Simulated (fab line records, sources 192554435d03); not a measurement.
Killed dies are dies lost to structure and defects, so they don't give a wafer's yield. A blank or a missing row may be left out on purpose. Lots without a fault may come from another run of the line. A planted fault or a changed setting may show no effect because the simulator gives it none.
Chamber matching | flow n5_finfet | N5_GATE_CUT_CMP_43 on cmp-03: 4 sister chambers
The step polishes SiO2. 4 wafers are shown with their chamber, then 8 later ones without.

WAFERS WITH THEIR CHAMBER
wafer  | chamber | motor_current_A (A)
L080.1 | 1       | 12.2
L081.4 | 3       | 9.7
L081.6 | 0       | 13.5
L081.1 | 2       | 13.5

WAFERS WITHOUT THEIR CHAMBER
wafer  | motor_current_A (A)
L081.3 | 12.6
L081.5 | 12.2
L086.1 | 12.7
L086.2 | 10.3
L086.3 | 13.8
L086.4 | 13.9
L086.5 | 12.1
L086.6 | 14.2

WHICH CHAMBER EACH WENT THROUGH
wafer  | from the rows above          | in truth
L081.3 | can't be placed: 1 or 0 or 2 | 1
L081.5 | 1                            | 1
L086.1 | can't be placed: 1 or 0 or 2 | 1
L086.2 | 3                            | 3
L086.3 | can't be placed: 0 or 2      | 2
L086.4 | can't be placed: 0 or 2      | 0
L086.5 | 1                            | 1
L086.6 | can't be placed: 0 or 2      | 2
Placed correctly: 3 of 8. Can't be placed from these rows: 5 (the true chamber is among the candidates in 5). Placed wrongly: 0.
How it was worked out, from the rows above alone: a wafer's distance from a chamber is the root of the sum, over the readings, of the square of ((its reading less the chamber's mean) divided by the reading's scatter). The wafer belongs to the nearest chamber; if the next one is less than 2 further off, it can't be placed. A chamber's mean is the mean of its shown wafers. The scatter: with one shown wafer a chamber, the root of the mean of the squares of how far each hidden wafer lies from its nearest shown one.
